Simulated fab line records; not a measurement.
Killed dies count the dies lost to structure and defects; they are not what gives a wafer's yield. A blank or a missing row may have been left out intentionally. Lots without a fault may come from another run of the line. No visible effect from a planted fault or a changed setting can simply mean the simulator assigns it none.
What tool caused it? ; flow n5_finfet ; 27 wafers from 9 lots sampled at 5 of the route's 1938 steps

== WHAT THE GAUGES READ, wafer by wafer ==
N5_BEOL_M4_RC_MEAS_101. Usual: DIBL_N 36.3 mV/V, standard deviation 1.8; DIBL_P 36.5 mV/V, standard deviation 2.1; IOFF_N 0.16 nA/um, standard deviation 0.031; IOFF_P 0.22 nA/um, standard deviation 0.038; ION_N 677 uA/um, standard deviation 12; ION_P 466 uA/um, standard deviation 7.8; SS_N 71.5 mV/dec, standard deviation 0.61; SS_P 73.2 mV/dec, standard deviation 0.7; VT_N 249 mV, standard deviation 3; VT_P -248.9 mV, standard deviation 3.
lot;measured;on;DIBL_N (mV/V);DIBL_P (mV/V);IOFF_N (nA/um);IOFF_P (nA/um);ION_N (uA/um);ION_P (uA/um);SS_N (mV/dec);SS_P (mV/dec);VT_N (mV);VT_P (mV);flag
L781;day 10 01:01;prober-02;35.5 34.6 39.3;37.0 35.8 42.0;0.17 0.15 0.28;0.27 0.24 0.38;689 687 708;478 480 488;71.1 71.0 72.2;73.5 72.2 73.6;246 249 238;-243.1 -246.4 -240.6;
L783;day 10 18:19;prober-02;34.3 34.2 34.7;34.6 35.0 35.8;0.14 0.15 0.14;0.21 0.21 0.21;661 677 662;460 472 460;71.6 71.1 72.2;73.9 73.3 73.0;251 250 252;-247.7 -246.4 -247.3;
L785;day 11 08:43;prober-02;35.6 35.2 36.9;34.6 34.5 36.5;0.15 0.15 0.18;0.21 0.21 0.25;664 675 675;460 466 463;70.8 70.6 71.5;72.6 73.3 73.8;251 250 248;-247.7 -248.2 -245.0;
L786;day 11 09:18;prober-01;37.9 34.4 35.5;38.5 33.2 34.8;0.17 0.11 0.13;0.26 0.18 0.20;681 655 670;468 456 465;71.8 70.1 70.9;73.0 71.7 72.9;249 257 253;-246.4 -253.3 -249.0;
L792;day 12 17:35;prober-02;34.9 37.3 34.2;35.1 38.4 34.0;0.15 0.20 0.14;0.21 0.25 0.18;681 686 664;469 470 462;71.1 71.6 71.3;72.8 73.8 72.1;247 247 251;-249.8 -248.2 -254.4;
L791;day 12 17:38;prober-01;35.2 35.4 36.0;34.0 34.4 35.0;0.14 0.14 0.16;0.20 0.20 0.22;668 670 685;466 470 478;71.4 70.9 71.8;72.5 72.0 72.4;251 250 248;-248.6 -248.9 -248.1;
L793;day 12 20:28;prober-01;38.0 38.1 37.2;37.9 39.2 37.7;0.18 0.18 0.17;0.22 0.24 0.21;666 680 685;456 475 466;71.7 72.4 71.8;74.5 73.8 73.5;249 248 246;-250.5 -251.5 -250.0;
L794;day 13 12:35;prober-02;33.1 34.5 35.5;33.0 34.4 35.7;0.12 0.14 0.16;0.19 0.21 0.23;661 685 669;466 470 469;70.7 70.8 70.9;71.9 73.4 72.7;255 251 248;-247.7 -247.6 -248.0;
L796;day 14 04:28;prober-01;36.1 36.2 36.2;36.8 36.5 37.3;0.17 0.16 0.16;0.23 0.23 0.25;682 682 683;469 475 467;71.8 71.7 71.4;73.2 72.9 73.1;248 248 249;-249.1 -246.7 -244.5;

N5_PASSIVATION_CD_MEAS_30: target cd 4000 nm. Usual: 4000.1 nm for cd_nm, sd 1.7.
lot;measured;on;cd_nm (nm);flag
L781;day 14 05:28;cd_sem-02;4003.5 4001.6 4002.6;
L792;day 17 04:44;cd_sem-03;3999.8 3997.9 3998.6;
L791;day 17 08:52;cd_sem-01;3998.6 3998.9 3999.1;
L793;day 17 09:24;cd_sem-01;3998.6 3999.9 3999.6;
L794;day 17 20:20;cd_sem-02;4000.3 4000.2 4001.7;
L796;day 18 10:17;cd_sem-02;4001.6 4001.4 4003.1;

== EACH LOT AND THE TOOL THAT RAN IT (in order: tool; ch and the chambers of the sampled wafers; start) ==
lot;N5_MIM_TOP_ALD_00;N5_MIM_BOT_ETCH_STRIP_01;N5_PASSIVATION_ETCH_15
L781;ald_hk-01 ch 0,1, day 14 00:10;rie_diel-05 ch 0,3, day 14 02:57;rie_diel-06 ch 0,1, day 14 04:23
L783;ald_hk-01 ch 0,1,3, day 14 22:37;rie_diel-01 ch 0,1,2, day 15 01:51;rie_diel-04 ch 0,1,3, day 15 04:52
L785;ald_hk-01 ch 0,2, day 15 10:32;rie_diel-01 ch 0,1, day 15 12:49;rie_diel-06 ch 0,1,2, day 15 17:02
L786;ald_hk-03 ch 0,1, day 14 22:49;rie_diel-01 ch 0,1, day 15 01:53;rie_diel-06 ch 0,1, day 15 04:29
L792;ald_hk-03 ch 0,1,2, day 16 20:46;rie_diel-02 ch 0,2,3, day 17 01:24;rie_diel-04 ch 0,2,3, day 17 03:01
L791;ald_hk-01 ch 0,3, day 16 23:56;rie_diel-05 ch 1,2,3, day 17 02:16;rie_diel-04 ch 0,3, day 17 07:32
L793;ald_hk-03 ch 0,2, day 17 00:05;rie_diel-05 ch 1,2, day 17 04:43;rie_diel-06 ch 1,3, day 17 08:03
L794;ald_hk-02 ch 0,1,2, day 17 09:58;rie_diel-02 ch 1,2,3, day 17 16:35;rie_diel-06 ch 0,1,3, day 17 19:07
L796;ald_hk-03 ch 1,2,3, day 18 00:35;rie_diel-01 ch 1,2,3, day 18 05:23;rie_diel-04 ch 0,1, day 18 09:17
- N5_MIM_TOP_ALD_00: deposits Al2O3, purge time 3 s, co reactant pulse time 3 s.
- N5_MIM_BOT_ETCH_STRIP_01: strips in O2.
- N5_PASSIVATION_ETCH_15: etches SiCN in CF4/N2, target depth 75 nm, time 81.2 s.

== WHAT THE TOOLS THEMSELVES READ (means of the sampled wafers that have a number; where no wafer has one, the mark that the record gives instead) ==
N5_MIM_TOP_ALD_00. Usual: 1.001 for precursor_pulse_height_rel, sd 0.019.
lot;tool;precursor_pulse_height_rel;flag
L781;ald_hk-01;0.980;
L783;ald_hk-01;0.981;
L785;ald_hk-01;0.994;
L786;ald_hk-03;1.024;
L792;ald_hk-03;0.997;
L791;ald_hk-01;0.999;
L793;ald_hk-03;0.999;
L794;ald_hk-02;0.983;
L796;ald_hk-03;0.973;

N5_MIM_BOT_ETCH_STRIP_01. Usual: drypump_motor_current_A 5.9 A, standard deviation 0.62; o2_flow_sccm 225.0 sccm, standard deviation 0.61; oes_product_au 0.79 a.u., standard deviation 0.091; rf_vpp_V 3.6 V, standard deviation 1.3; showerhead_plenum_p_Torr 2.12 Torr, standard deviation 0.087; throttle_valve_pct 16.59 %, standard deviation 0.28.
lot;tool;drypump_motor_current_A (A);o2_flow_sccm (sccm);oes_product_au (a.u.);rf_vpp_V (V);showerhead_plenum_p_Torr (Torr);throttle_valve_pct (%);flag
L781;rie_diel-05;6.0;225.4;0.90;3.3;2.22;16.52;
L783;rie_diel-01;5.9;225.2;0.70;4.6;2.08;16.79;
L785;rie_diel-01;6.3;225.2;0.74;2.5;2.15;16.80;
L786;rie_diel-01;6.4;225.8;0.74;4.4;2.15;16.80;
L792;rie_diel-02;5.9;224.6;0.83;3.6;2.15;16.53;
L791;rie_diel-05;6.1;225.2;0.91;4.7;2.14;16.31;
L793;rie_diel-05;5.9;225.4;0.92;3.4;2.11;16.36;
L794;rie_diel-02;6.1;225.3;0.80;3.1;2.16;16.66;
L796;rie_diel-01;5.4;224.6;0.80;3.0;2.14;16.53;

N5_PASSIVATION_ETCH_15. Usual: bias_w is 70.00 W with standard deviation 0.2, cf4_flow_sccm is 59.98 sccm with standard deviation 0.18, drypump_motor_current_A is 5.8 A with standard deviation 0.4, oes_product_au is 0.77 a.u. with standard deviation 0.092, rf_vpp_V is 382.2 V with standard deviation 1.8, showerhead_plenum_p_Torr is 2.20 Torr with standard deviation 0.063, and throttle_valve_pct is 15.52 % with standard deviation 0.26.
lot;tool;bias_w (W);cf4_flow_sccm (sccm);drypump_motor_current_A (A);oes_product_au (a.u.);rf_vpp_V (V);showerhead_plenum_p_Torr (Torr);throttle_valve_pct (%);flag
L781;rie_diel-06;69.96;60.23;5.3;0.70;381.4;2.19;15.68;
L783;rie_diel-04;-;-;-;-;-;-;-;OFF
L785;rie_diel-06;-;-;-;-;-;-;-;OFF
L786;rie_diel-06;-;-;-;-;-;-;-;OFF
L792;rie_diel-04;70.01;60.13;5.9;0.79;383.3;2.24;15.47;
L791;rie_diel-04;70.00;59.91;5.6;0.73;383.1;2.24;15.64;
L793;rie_diel-06;69.95;59.96;5.8;0.85;384.9;2.29;15.40;
L794;rie_diel-06;69.91;60.02;5.6;0.88;383.6;2.23;15.47;
L796;rie_diel-04;70.16;59.86;6.2;0.70;382.8;2.26;15.45;

== THE ANSWER, worked out from the rows above alone ==
Rule: take the mean of a lot's wafers that have a number; if it is more than 3 standard deviations from the usual mean, the lot is off. Also off: a lot with no number at a reading for which 4 or more lots have one. Where the step has rows for the other lots, those lots are counted as sound. First the gauges in route order, then the tools' own readings, where a lot's mean is used as printed above. The first step at which some lot is off is used, and at that step the reading that is off furthest; a lot without a number counts as furthest.
Off: L783, L785, L786 (N5_PASSIVATION_ETCH_15, bias_w). Without a number there: L783, L785, L786.
A tool fits if, at that step or a process step before it, it ran every lot that is off, and no sound lot after the first of them. None of those tried fits.

== WHAT THE SIMULATOR HAD INSERTED ==
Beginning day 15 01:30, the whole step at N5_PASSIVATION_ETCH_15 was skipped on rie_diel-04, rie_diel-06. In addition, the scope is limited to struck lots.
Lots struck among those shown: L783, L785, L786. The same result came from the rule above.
